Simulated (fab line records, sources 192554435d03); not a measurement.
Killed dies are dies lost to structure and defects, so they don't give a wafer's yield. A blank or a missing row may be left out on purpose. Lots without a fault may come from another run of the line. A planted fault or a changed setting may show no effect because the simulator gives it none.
fab line records | flow n5_finfet
record lots=11 wafers=30 last_day=17
route steps=1938 shown BEOL_M11@1539 BEOL_M12@1603
lots that met no fault: from a run of the same line without faults
start_h: hours from the record's first day to the start of the lot's first wafer shown | wait_h: hours since the lot's step before | " the same as in the row above | L1.1+2: a row that stands for several wafers | - no value, or no start given | * or withheld: withheld | < > ~ a bound
route shown NAME@n: a module of which the file shows steps, and the number in the route of the first | usual: mean/standard deviation of fault-free wafers | same: alike in all rows | chamber/n: place in a boat | sites: the reading at each site | _std_site: their standard deviation | _edge_site: outer sites' mean less inner sites' | radius_mm: how far each site lies from the wafer's centre | mask NAME#n: copy n | behind: the tool/chamber that last shaped the wafer | hold: why the lot was held/for how many hours/how that ended | device: the transistor (n, p or np) that didn't switch | end of line: the same wafers' tests at the end of the route | a step without rows: its recipe alone | killed: dies lost to structure and defects at the first sort, not the wafer's yield | map: a wafer's dies, x killed, . not, _ none there
set.NAME: the setting as run; set.NAME@STEP: as run at that earlier step | model.NAME: the simulator's own value behind a step, which no gauge read
steps of the route over a sample of lots; a table a step, a row a wafer
services: from which hour (start_h, from the record's first day; less than 0 if before it) a tool's chamber was out of use, for how many hours, and why
## steps
# step N5_BEOL_M11_PECVD_70
# recipe material=SiO2 target_thk_a=200 temp_c=400 precursor=TEOS/O2 pressure_torr=5.5 rf_w=450 teos_flow_sccm=53.8 gas=O2 flow_sccm=3000 time_s=22.7
# usual heater_power_w=685/74 showerhead_plenum_p_Torr=8.79/0.083 throttle_valve_pct=23.0/0.9
# columns lot.wafer tool chamber start_h wait_h heater_power_w showerhead_plenum_p_Torr throttle_valve_pct
L132.1 pecvd-02 2 225.91 0.0 748 8.69 22.1
L132.3 " 0 " " 588 8.74 23.2
L132.5 " 2 " " 740 8.67 21.7
L130.2 pecvd-04 2 234.21 0.0 698 8.79 21.3
L130.3 " 0 " " 546 8.83 23.8
L130.5 " 1 " " 657 8.76 23.9
L133.1 pecvd-02 2 251.40 0.0 660 8.69 21.8
L133.3 " 1 " " 647 8.91 23.7
L133.6 " 1 " " 642 8.90 23.4
L134.1 pecvd-01 0 253.96 0.0 711 8.83 24.0
L134.6 " 2 " " 721 8.84 21.5
L138.1 pecvd-02 0 278.01 0.0 534 8.73 23.2
L138.2 " 2 " " 719 8.69 22.0
L138.3 " 1 " " 750 8.91 23.3
L140.2 pecvd-02 0 285.29 0.0 588 8.72 23.1
L140.3 " 1 " " 757 8.90 23.5
L140.5 " 0 " " 565 8.74 23.6
L141.3 pecvd-02 1 288.64 0.0 671 8.90 23.6
L141.4 " 2 " " 659 8.66 22.1
L141.6 " 0 " " 608 8.75 23.2
L142.1 pecvd-01 1 291.00 0.0 837 8.77 23.3
L142.3 " 2 " " 641 8.83 21.8
L142.4 " 2 " " 635 8.83 21.4
L143.3 pecvd-02 2 301.06 0.0 708 8.67 22.0
L143.6 " 2 " " 719 8.70 22.1
L146.2 pecvd-02 0 310.04 0.0 614 8.74 23.3
L146.3 " 1 " " 764 8.92 23.2
L152.1 pecvd-04 2 353.71 0.0 755 8.78 20.5
L152.3 " 0 " " 669 8.85 23.9
L152.4 " 1 " " 689 8.77 23.9
# step N5_BEOL_M11_CURE_72
# recipe temp_c=370 time_s=120 ambient=DMADMS/He material=SiCOH_lowk
# usual lamp_power_pct=52.31/0.055 wafer_temp_C_max=372.2/0.64
# columns lot.wafer tool chamber start_h wait_h lamp_power_pct wafer_temp_C_max
L132.1 uv_cure-02 1 230.41 0.0 52.33 371.9
L132.3 " 1 " " 52.30 371.8
L132.5 " 1 " " 52.32 371.4
L130.2 uv_cure-01 2 239.41 0.1 52.28 371.7
L130.3 " 2 " " 52.33 373.3
L130.5 " 2 " " 52.40 371.9
L133.1 uv_cure-03 1 255.66 0.1 52.32 372.0
L133.3 " 1 " " 52.38 371.7
L133.6 " 1 " " 52.28 371.5
L134.1 uv_cure-03 2 258.35 0.0 52.30 372.6
L134.6 " 2 " " 52.29 373.3
L138.1 uv_cure-01 2 281.97 0.0 52.32 372.8
L138.2 " 2 " " 52.31 372.4
L138.3 " 2 " " 52.31 372.4
L140.2 uv_cure-03 2 288.86 0.1 52.34 373.1
L140.3 " 2 " " 52.36 372.4
L140.5 " 2 " " 52.21 374.3
L141.3 uv_cure-03 0 294.49 0.1 52.29 372.3
L141.4 " 0 " " 52.24 371.7
L141.6 " 0 " " 52.35 371.7
L142.1 uv_cure-01 1 298.78 0.0 52.34 371.9
L142.3 " 1 " " 52.29 371.5
L142.4 " 1 " " 52.28 372.4
L143.3 uv_cure-02 1 306.43 0.1 52.30 371.5
L143.6 " 1 " " 52.38 372.0
L146.2 uv_cure-02 1 314.34 0.1 52.28 372.3
L146.3 " 1 " " 52.25 371.9
L152.1 uv_cure-03 2 359.17 0.0 52.37 373.7
L152.3 " 2 " " 52.46 373.3
L152.4 " 2 " " 52.32 372.9
# step N5_BEOL_M11_ALD_74
# recipe material=TaN target_thk_a=20 temp_c=275 ald_precursor_family=PDMAT ald_co_reactant=NH3 pressure_torr=3 carrier_flow_sccm=1500 pulse_time_s=2 purge_time_s=3 co_reactant_purge_time_s=2 co_reactant_pulse_time_s=3 ald_cycles=40 precursor_vessel_temp_c=75 precursor_vessel_pressure_torr=26.25 precursor_vessel_carrier_sccm=1000
# usual heater_power_w=400/31
# columns lot.wafer tool chamber start_h wait_h heater_power_w
L132.1 ald_metal-04 3 231.03 0.1 448
L132.3 " 1 " " 445
L132.5 " 3 " " 434
L130.2 ald_metal-04 2 241.50 0.0 377
L130.3 " 1 " " 416
L130.5 " 3 " " 432
L133.1 ald_metal-04 2 256.54 0.2 385
L133.3 " 1 " " 439
L133.6 " 3 " " 447
L134.1 ald_metal-04 3 259.70 0.0 445
L134.6 " 3 " " 450
L138.1 ald_metal-01 2 282.40 0.0 360
L138.2 " 1 " " 369
L138.3 " 3 " " 376
L140.2 ald_metal-01 2 289.46 0.0 371
L140.3 " 3 " " 377
L140.5 " 2 " " 373
L141.3 ald_metal-02 0 294.98 0.1 349
L141.4 " 2 " " 413
L141.6 " 0 " " 355
L142.1 ald_metal-01 1 299.33 0.0 371
L142.3 " 0 " " 402
L142.4 " 3 " " 373
L143.3 ald_metal-04 0 307.14 0.1 427
L143.6 " 0 " " 423
L146.2 ald_metal-01 1 314.74 0.0 370
L146.3 " 2 " " 375
L152.1 ald_metal-01 2 360.17 0.1 368
L152.3 " 1 " " 389
L152.4 " 0 " " 391
# step N5_BEOL_M11_CMP_52
# recipe stop_on=SiCOH_lowk t_overpolish_s=7 down_force_psi=1 platen_rpm=50 clearing_platen_down_force_psi=1.5 clearing_platen_rpm=50 post_cmp_clean=cu_alkaline target_thk_nm=140 clearing_platen_pad_velocity_m_s=0.99484 pad_velocity_m_s=0.99484
# usual barrier_field_endpoint_s=29.0/1 clearing_platen_down_force_psi=1.500/0.0031 clearing_platen_rpm=49.999/0.028 head_pressure_psi=1.0002/0.002 motor_current_A=6.0/0.58
# columns lot.wafer tool chamber start_h wait_h barrier_field_endpoint_s clearing_platen_down_force_psi clearing_platen_rpm head_pressure_psi motor_current_A
L132.3 cmp-04 3 232.34 0.2 29.9 1.504 49.941 0.9970 6.2
L132.1 " 0 " " 28.6 1.501 49.988 1.0035 5.2
L132.5 " 3 " " 30.2 1.499 50.007 0.9964 6.6
L130.3 cmp-04 1 242.92 0.2 29.0 1.492 50.001 0.9999 7.1
L130.2 " 2 " " 28.9 1.499 49.963 1.0004 6.5
L130.5 " 0 " " 28.8 1.502 50.046 0.9978 5.3
L133.1 cmp-01 3 258.27 0.3 28.6 1.502 50.014 0.9982 5.9
L133.3 " 2 " " 26.7 1.501 49.998 0.9994 4.9
L133.6 " 3 " " 28.5 1.500 49.964 0.9991 5.9
L134.1 cmp-04 3 260.68 0.3 29.7 1.499 49.987 0.9996 6.5
L134.6 " 0 " " 27.9 1.498 49.987 0.9985 5.3
L138.1 cmp-04 0 284.51 0.3 28.9 1.499 50.020 1.0013 5.4
L138.3 " 1 " " 29.1 1.498 50.041 1.0015 6.9
L138.2 " 2 " " 28.3 1.493 50.016 1.0004 6.5
L140.3 cmp-02 2 290.66 0.2 28.5 1.499 50.011 0.9994 5.7
L140.2 " 0 " " 27.5 1.499 49.963 1.0004 5.3
L140.5 " 3 " " 27.7 1.503 49.992 1.0025 5.9
L141.4 cmp-02 0 296.07 0.1 29.1 1.498 50.038 0.9990 5.7
L141.3 " 3 " " 27.5 1.498 49.975 0.9990 5.9
L141.6 " 0 " " 28.8 1.495 50.024 1.0032 5.7
L142.3 cmp-04 1 300.50 0.2 28.0 1.501 50.002 1.0018 6.9
L142.4 " 3 " " 29.1 1.500 49.986 0.9994 6.4
L142.1 " 0 " " 27.1 1.495 49.957 1.0017 5.2
L143.3 cmp-02 1 308.87 0.3 30.7 1.502 50.015 0.9996 6.0
L143.6 " 2 " " 17.5 1.502 50.000 0.9984 5.2
L146.2 cmp-01 1 315.83 0.3 19.0 1.506 50.031 0.9981 6.7
L146.3 " 0 " " 28.7 1.492 49.955 1.0009 6.0
L152.1 cmp-01 0 361.21 0.3 28.9 1.495 50.032 0.9973 5.8
L152.4 " 1 " " 30.1 1.498 49.982 0.9996 6.5
L152.3 " 3 " " 28.2 1.498 49.977 1.0002 5.7
# step N5_BEOL_M12_THK_MEAS_01
# recipe reads=SiOC_of_BEOL_M12_ILD_DEP_00
# usual M12_ILD_THK=658/9.5
# columns lot.wafer tool chamber start_h wait_h M12_ILD_THK[nm]
L132.1 film_metro-02 - 233.02 0.1 649
L132.3 " - " " 653
L132.5 " - " " 661
L130.2 film_metro-01 - 243.45 0.1 656
L130.3 " - " " 648
L130.5 " - " " 661
L133.1 film_metro-02 - 258.88 0.1 646
L133.3 " - " " 644
L133.6 " - " " 656
L134.1 film_metro-01 - 261.30 0.1 654
L134.6 " - " " 662
L138.1 film_metro-01 - 285.14 0.1 649
L138.2 " - " " 655
L138.3 " - " " 665
L140.2 film_metro-02 - 291.27 0.1 657
L140.3 " - " " 650
L140.5 " - " " 667
L141.3 film_metro-01 - 296.76 0.1 660
L141.4 " - " " 667
L141.6 " - " " 671
L142.1 film_metro-02 - 301.12 0.1 673
L142.3 " - " " 655
L142.4 " - " " 654
L143.3 film_metro-01 - 309.38 0.1 649
L143.6 " - " " 659
L146.2 film_metro-01 - 316.50 0.1 638
L146.3 " - " " 666
L152.1 film_metro-02 - 361.82 0.1 645
L152.3 " - " " 644
L152.4 " - " " 666
## services
# columns tool chamber start_h hours kind
ald_metal-04 0 204.36 3.7 repair
pecvd-02 1 205.67 4.9 repair
ald_metal-04 - 213.20 1.4 repair
cmp-01 - 213.32 1.2 repair
ald_metal-04 1 218.46 9.2 repair
uv_cure-02 - 240.52 1.9 repair
cmp-04 - 244.19 3.7 pm
cmp-02 - 244.28 4.8 pm
cmp-02 - 256.68 4.0 pm
pecvd-04 2 272.32 2.5 repair
cmp-04 - 275.10 4.0 pm
uv_cure-01 - 282.81 2.1 pm
uv_cure-03 - 286.17 2.1 pm
cmp-02 - 292.57 1.2 repair
uv_cure-02 - 296.72 1.0 pm
pecvd-01 2 298.12 1.9 repair
pecvd-01 - 301.37 14.6 pm
cmp-01 - 303.99 0.9 repair
cmp-01 - 305.30 2.1 repair
cmp-04 - 306.94 3.3 pm
pecvd-02 - 317.36 0.8 repair
ald_metal-01 1 318.31 25.0 repair
ald_metal-01 - 326.88 2.8 pm
pecvd-01 1 348.44 6.4 repair
## key
first_sign step=N5_BEOL_M11_CMP_52 reading=barrier_field_endpoint_s direction=down sigmas=10 usual=29.0 struck=18.2
effect none on later readings
met_at N5_BEOL_M11_PECVD_70
struck_lots L143,L146
struck_wafers L143.6,L146.2
not_acting_at N5_BEOL_M11_CURE_72,N5_BEOL_M11_ALD_74,N5_BEOL_M12_THK_MEAS_01
onset_between 288.64 301.06
fault kind=process_parameter_drift tool=pecvd-02 chamber=- onset_h=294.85 steps=N5_BEOL_M11_PECVD_70 channel=time_s offset=* shape=step end_h=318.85 scope=struck_wafers_only acts_in=* stated=*
